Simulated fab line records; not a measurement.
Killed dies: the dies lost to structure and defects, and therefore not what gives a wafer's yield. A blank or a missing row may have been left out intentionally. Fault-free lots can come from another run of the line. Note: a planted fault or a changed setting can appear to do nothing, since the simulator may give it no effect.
The tool behind it: which one? :: flow nandHarc :: 36 wafers from 12 lots sampled at 5 of the route's 1302 steps

## WHAT EACH GAUGE READ, for each wafer
NHARC_A_SOURCE_PLATE_THK_MEAS_06: measures by ellipsometry. Usual: thkNm 199.3 nm, standard deviation 2.2.
lot: L492
measured: day 8 02:01
on: filmMetro-02
thkNm (nm): 199.7 199.4 199.3
flag: 

lot: L493
measured: day 8 11:41
on: filmMetro-02
thkNm (nm): 202.1 200.1 200.6
flag: 

lot: L496
measured: day 9 14:23
on: filmMetro-02
thkNm (nm): 201.7 202.4 204.6
flag: 

lot: L497
measured: day 10 13:52
on: filmMetro-02
thkNm (nm): 201.1 200.8 200.6
flag: 

lot: L498
measured: day 11 01:35
on: filmMetro-02
thkNm (nm): 202.7 202.0 198.2
flag: 

lot: L501
measured: day 11 22:47
on: filmMetro-01
thkNm (nm): 198.1 196.3 197.6
flag: 

lot: L502
measured: day 12 13:20
on: filmMetro-02
thkNm (nm): 201.8 199.8 198.9
flag: 

lot: L505
measured: day 13 16:37
on: filmMetro-01
thkNm (nm): 284.4 285.6 284.9
flag: OFF

lot: L506
measured: day 13 16:37
on: filmMetro-02
thkNm (nm): 286.8 287.7 287.0
flag: OFF

lot: L513
measured: day 16 13:50
on: filmMetro-02
thkNm (nm): 199.0 199.2 197.7
flag: 

lot: L512
measured: day 16 13:49
on: filmMetro-02
thkNm (nm): 199.5 196.0 200.0
flag: 

lot: L514
measured: day 17 04:11
on: filmMetro-02
thkNm (nm): 197.0 197.2 198.1
flag: 

NHARC_A_ONON_D1_THK_MEAS_02: measures by ellipsometry. Usual: thkNm 1005 nm, standard deviation 8.3.
lot: L492
measured: day 8 02:39
on: filmMetro-01
thkNm (nm): 1018 1016 1016
flag: 

lot: L493
measured: day 8 12:21
on: filmMetro-02
thkNm (nm): 1007 1008 1008
flag: 

lot: L496
measured: day 9 15:02
on: filmMetro-02
thkNm (nm): 1010 1009 1009
flag: 

lot: L497
measured: day 10 14:32
on: filmMetro-01
thkNm (nm): 996 994 995
flag: 

lot: L498
measured: day 11 02:13
on: filmMetro-01
thkNm (nm): 1004 1004 1006
flag: 

lot: L501
measured: day 11 23:29
on: filmMetro-02
thkNm (nm): 1016 1016 1016
flag: 

lot: L502
measured: day 12 13:59
on: filmMetro-01
thkNm (nm): 999 998 999
flag: 

lot: L505
measured: day 13 17:16
on: filmMetro-02
thkNm (nm): 988 988 987
flag: 

lot: L506
measured: day 13 17:16
on: filmMetro-01
thkNm (nm): 1009 1007 1007
flag: 

lot: L513
measured: day 17 04:00
on: filmMetro-02
thkNm (nm): 1009 1006 1007
flag: 

lot: L512
measured: day 17 04:00
on: filmMetro-02
thkNm (nm): 1010 1011 1011
flag: 

lot: L514
measured: day 17 04:55
on: filmMetro-02
thkNm (nm): 1008 1007 1007
flag: 

NHARC_A_ONON_D1_THK_MEAS_08: measures by ellipsometry. Usual: thkNm 997 nm, standard deviation 9.9.
lot: L492
measured: day 8 03:46
on: filmMetro-01
thkNm (nm): 1006 1004 1007
flag: 

lot: L493
measured: day 8 13:29
on: filmMetro-02
thkNm (nm): 1001 1000 999
flag: 

lot: L496
measured: day 9 16:10
on: filmMetro-02
thkNm (nm): 988 987 989
flag: 

lot: L497
measured: day 10 15:41
on: filmMetro-02
thkNm (nm): 998 996 997
flag: 

lot: L498
measured: day 11 03:21
on: filmMetro-01
thkNm (nm): 1002 1001 1003
flag: 

lot: L501
measured: day 12 00:37
on: filmMetro-02
thkNm (nm): 1003 1001 1001
flag: 

lot: L502
measured: day 12 15:07
on: filmMetro-02
thkNm (nm): 988 990 988
flag: 

lot: L505
measured: day 13 18:23
on: filmMetro-01
thkNm (nm): 1000 1000 999
flag: 

lot: L506
measured: day 13 18:23
on: filmMetro-02
thkNm (nm): 1004 1003 1005
flag: 

lot: L513
measured: day 17 05:09
on: filmMetro-02
thkNm (nm): 998 997 998
flag: 

lot: L512
measured: day 17 05:08
on: filmMetro-02
thkNm (nm): 976 975 978
flag: 

lot: L514
measured: day 17 06:03
on: filmMetro-02
thkNm (nm): 1007 1007 1010
flag: 

## EACH LOT AND THE TOOL THAT RAN IT (in order: tool; ch and the chambers of the sampled wafers; start)
lot: L492
NHARC_P_BONDPAD_DESCUM_11: rieDiel-02 ch 0,3, day 7 00:57
NHARC_A_SOURCE_PLATE_CVD_03: lpcvdPoly-02 ch 0, day 7 15:18

lot: L493
NHARC_P_BONDPAD_DESCUM_11: rieDiel-02 ch 1,3, day 7 10:23
NHARC_A_SOURCE_PLATE_CVD_03: lpcvdPoly-04 ch 0, day 8 01:16

lot: L496
NHARC_P_BONDPAD_DESCUM_11: rieDiel-09 ch 1,2,3, day 8 12:21
NHARC_A_SOURCE_PLATE_CVD_03: lpcvdPoly-02 ch 0, day 9 04:22

lot: L497
NHARC_P_BONDPAD_DESCUM_11: rieDiel-09 ch 0,2,3, day 9 11:03
NHARC_A_SOURCE_PLATE_CVD_03: lpcvdPoly-04 ch 0, day 10 03:04

lot: L498
NHARC_P_BONDPAD_DESCUM_11: rieDiel-09 ch 0,2,3, day 9 18:05
NHARC_A_SOURCE_PLATE_CVD_03: lpcvdPoly-04 ch 0, day 10 11:24

lot: L501
NHARC_P_BONDPAD_DESCUM_11: rieDiel-11 ch 0,2,3, day 10 18:13
NHARC_A_SOURCE_PLATE_CVD_03: lpcvdPoly-04 ch 0, day 11 10:17

lot: L502
NHARC_P_BONDPAD_DESCUM_11: rieDiel-02 ch 0,1, day 11 08:41
NHARC_A_SOURCE_PLATE_CVD_03: lpcvdPoly-02 ch 0, day 12 03:04

lot: L505
NHARC_P_BONDPAD_DESCUM_11: rieDiel-02 ch 0,1, day 12 13:03
NHARC_A_SOURCE_PLATE_CVD_03: lpcvdPoly-02 ch 0, day 13 03:49

lot: L506
NHARC_P_BONDPAD_DESCUM_11: rieDiel-09 ch 1,2,3, day 12 15:13
NHARC_A_SOURCE_PLATE_CVD_03: lpcvdPoly-02 ch 0, day 13 03:49

lot: L513
NHARC_P_BONDPAD_DESCUM_11: rieDiel-09 ch 0,1,3, day 15 12:01
NHARC_A_SOURCE_PLATE_CVD_03: lpcvdPoly-02 ch 0, day 16 03:20

lot: L512
NHARC_P_BONDPAD_DESCUM_11: rieDiel-02 ch 2,3, day 15 13:15
NHARC_A_SOURCE_PLATE_CVD_03: lpcvdPoly-02 ch 0, day 16 03:20

lot: L514
NHARC_P_BONDPAD_DESCUM_11: rieDiel-11 ch 0,1,3, day 16 00:58
NHARC_A_SOURCE_PLATE_CVD_03: lpcvdPoly-01 ch 0, day 16 15:34
- NHARC_P_BONDPAD_DESCUM_11: chemistry O2, time 3 s.
- NHARC_A_SOURCE_PLATE_CVD_03: deposits poly-Si, target thk 200 nm, time 4000 s.

## AS READ BY THE TOOLS THEMSELVES (means over the sampled wafers that have a number; for cases with no such wafer, the mark the record gives instead)
NHARC_P_BONDPAD_DESCUM_11. Usual: drypumpMotorCurrentA 5.8 A, standard deviation 0.45; oesProductAu 1.000 a.u., standard deviation 0.0095; rfVppV 57.5 V, standard deviation 0.92; showerheadPlenumPTorr 1.87 Torr, standard deviation 0.065; throttleValvePct 11.311 %, standard deviation 0.01.
lot: L492
tool: rieDiel-02
drypumpMotorCurrentA (A): 5.6
oesProductAu (a.u.): 0.994
rfVppV (V): 57.6
showerheadPlenumPTorr (Torr): 1.85
throttleValvePct (%): 11.312
flag: 

lot: L493
tool: rieDiel-02
drypumpMotorCurrentA (A): 5.4
oesProductAu (a.u.): 1.002
rfVppV (V): 57.5
showerheadPlenumPTorr (Torr): 1.87
throttleValvePct (%): 11.314
flag: 

lot: L496
tool: rieDiel-09
drypumpMotorCurrentA (A): 6.0
oesProductAu (a.u.): 1.005
rfVppV (V): 57.4
showerheadPlenumPTorr (Torr): 1.92
throttleValvePct (%): 11.311
flag: 

lot: L497
tool: rieDiel-09
drypumpMotorCurrentA (A): 6.1
oesProductAu (a.u.): 1.006
rfVppV (V): 57.9
showerheadPlenumPTorr (Torr): 1.90
throttleValvePct (%): 11.307
flag: 

lot: L498
tool: rieDiel-09
drypumpMotorCurrentA (A): 6.1
oesProductAu (a.u.): 1.002
rfVppV (V): 58.3
showerheadPlenumPTorr (Torr): 1.90
throttleValvePct (%): 11.313
flag: 

lot: L501
tool: rieDiel-11
drypumpMotorCurrentA (A): 5.6
oesProductAu (a.u.): 0.998
rfVppV (V): 57.7
showerheadPlenumPTorr (Torr): 1.89
throttleValvePct (%): 11.306
flag: 

lot: L502
tool: rieDiel-02
drypumpMotorCurrentA (A): 5.7
oesProductAu (a.u.): 0.998
rfVppV (V): 57.2
showerheadPlenumPTorr (Torr): 1.82
throttleValvePct (%): 11.316
flag: 

lot: L505
tool: rieDiel-02
drypumpMotorCurrentA (A): 5.6
oesProductAu (a.u.): 1.001
rfVppV (V): 58.0
showerheadPlenumPTorr (Torr): 1.82
throttleValvePct (%): 11.311
flag: 

lot: L506
tool: rieDiel-09
drypumpMotorCurrentA (A): 6.0
oesProductAu (a.u.): 0.997
rfVppV (V): 56.8
showerheadPlenumPTorr (Torr): 1.92
throttleValvePct (%): 11.300
flag: 

lot: L513
tool: rieDiel-09
drypumpMotorCurrentA (A): 6.0
oesProductAu (a.u.): 1.006
rfVppV (V): 57.4
showerheadPlenumPTorr (Torr): 1.90
throttleValvePct (%): 11.313
flag: 

lot: L512
tool: rieDiel-02
drypumpMotorCurrentA (A): 5.7
oesProductAu (a.u.): 0.993
rfVppV (V): 58.2
showerheadPlenumPTorr (Torr): 1.86
throttleValvePct (%): 11.319
flag: 

lot: L514
tool: rieDiel-11
drypumpMotorCurrentA (A): 5.4
oesProductAu (a.u.): 1.002
rfVppV (V): 58.2
showerheadPlenumPTorr (Torr): 1.95
throttleValvePct (%): 11.305
flag: 

NHARC_A_SOURCE_PLATE_CVD_03. Usual: spikeTcBottomC 643.5 C, standard deviation 2.1; spikeTcCentreC 620.7 C, standard deviation 1.4; spikeTcLowerC 619.6 C, standard deviation 1.1; spikeTcTopC 637.2 C, standard deviation 2.6; spikeTcUpperC 620.5 C, standard deviation 1.4; zonePowerUpperPct 9.2 %, standard deviation 0.46.
lot: L492
tool: lpcvdPoly-02
spikeTcBottomC (C): 645.6
spikeTcCentreC (C): 620.5
spikeTcLowerC (C): 620.2
spikeTcTopC (C): 639.2
spikeTcUpperC (C): 621.0
zonePowerUpperPct (%): 9.0
flag: 

lot: L493
tool: lpcvdPoly-04
spikeTcBottomC (C): 643.0
spikeTcCentreC (C): 620.4
spikeTcLowerC (C): 619.1
spikeTcTopC (C): 633.9
spikeTcUpperC (C): 618.9
zonePowerUpperPct (%): 9.7
flag: 

lot: L496
tool: lpcvdPoly-02
spikeTcBottomC (C): 645.6
spikeTcCentreC (C): 620.7
spikeTcLowerC (C): 618.3
spikeTcTopC (C): 640.1
spikeTcUpperC (C): 621.3
zonePowerUpperPct (%): 9.1
flag: 

lot: L497
tool: lpcvdPoly-04
spikeTcBottomC (C): 642.2
spikeTcCentreC (C): 619.8
spikeTcLowerC (C): 618.5
spikeTcTopC (C): 633.9
spikeTcUpperC (C): 619.5
zonePowerUpperPct (%): 9.7
flag: 

lot: L498
tool: lpcvdPoly-04
spikeTcBottomC (C): 642.8
spikeTcCentreC (C): 620.0
spikeTcLowerC (C): 619.1
spikeTcTopC (C): 635.4
spikeTcUpperC (C): 619.7
zonePowerUpperPct (%): 9.7
flag: 

lot: L501
tool: lpcvdPoly-04
spikeTcBottomC (C): 642.1
spikeTcCentreC (C): 621.2
spikeTcLowerC (C): 619.6
spikeTcTopC (C): 634.6
spikeTcUpperC (C): 619.7
zonePowerUpperPct (%): 9.7
flag: 

lot: L502
tool: lpcvdPoly-02
spikeTcBottomC (C): 645.3
spikeTcCentreC (C): 620.4
spikeTcLowerC (C): 619.4
spikeTcTopC (C): 639.9
spikeTcUpperC (C): 621.4
zonePowerUpperPct (%): 9.0
flag: 

lot: L505
tool: lpcvdPoly-02
spikeTcBottomC (C): 661.1
spikeTcCentreC (C): 635.4
spikeTcLowerC (C): 635.4
spikeTcTopC (C): 654.7
spikeTcUpperC (C): 638.4
zonePowerUpperPct (%): 9.6
flag: OFF

lot: L506
tool: lpcvdPoly-02
spikeTcBottomC (C): 660.1
spikeTcCentreC (C): 636.7
spikeTcLowerC (C): 635.6
spikeTcTopC (C): 655.2
spikeTcUpperC (C): 638.4
zonePowerUpperPct (%): 9.6
flag: OFF

lot: L513
tool: lpcvdPoly-02
spikeTcBottomC (C): 644.6
spikeTcCentreC (C): 620.8
spikeTcLowerC (C): 619.5
spikeTcTopC (C): 639.7
spikeTcUpperC (C): 621.3
zonePowerUpperPct (%): 9.1
flag: 

lot: L512
tool: lpcvdPoly-02
spikeTcBottomC (C): 645.4
spikeTcCentreC (C): 620.1
spikeTcLowerC (C): 619.8
spikeTcTopC (C): 639.5
spikeTcUpperC (C): 622.0
zonePowerUpperPct (%): 9.2
flag: 

lot: L514
tool: lpcvdPoly-01
spikeTcBottomC (C): 641.3
spikeTcCentreC (C): 621.6
spikeTcLowerC (C): 619.4
spikeTcTopC (C): 637.2
spikeTcUpperC (C): 620.0
zonePowerUpperPct (%): 8.5
flag: 

## THE ANSWER, worked out from the rows above alone
Rule: lot off if the mean of its wafers having a number is beyond 3 standard deviations from the usual mean. A lot without any number at a reading at which 4 lots or more have one is off too. Any other lot the step has rows for is counted as sound. Order of review: gauges by route order, followed by the tools' own readings, for which a lot's mean as printed above is used. The first step at which some lot is off is used, and at that step the reading that is off furthest; a lot without a number counts as furthest.
Off: L505, L506 (NHARC_A_SOURCE_PLATE_THK_MEAS_06, thkNm).
A tool fits if, at a process step before that reading, it ran every lot that is off, and no sound lot after the first of them. Not tried: the gauges at NHARC_A_SOURCE_PLATE_THK_MEAS_06; whatever is off there is also off at NHARC_A_SOURCE_PLATE_CVD_03, on other tools, and gauge error can't account for it. None of those tried fits.

## WHAT HAD BEEN PUT IN BY THE SIMULATOR
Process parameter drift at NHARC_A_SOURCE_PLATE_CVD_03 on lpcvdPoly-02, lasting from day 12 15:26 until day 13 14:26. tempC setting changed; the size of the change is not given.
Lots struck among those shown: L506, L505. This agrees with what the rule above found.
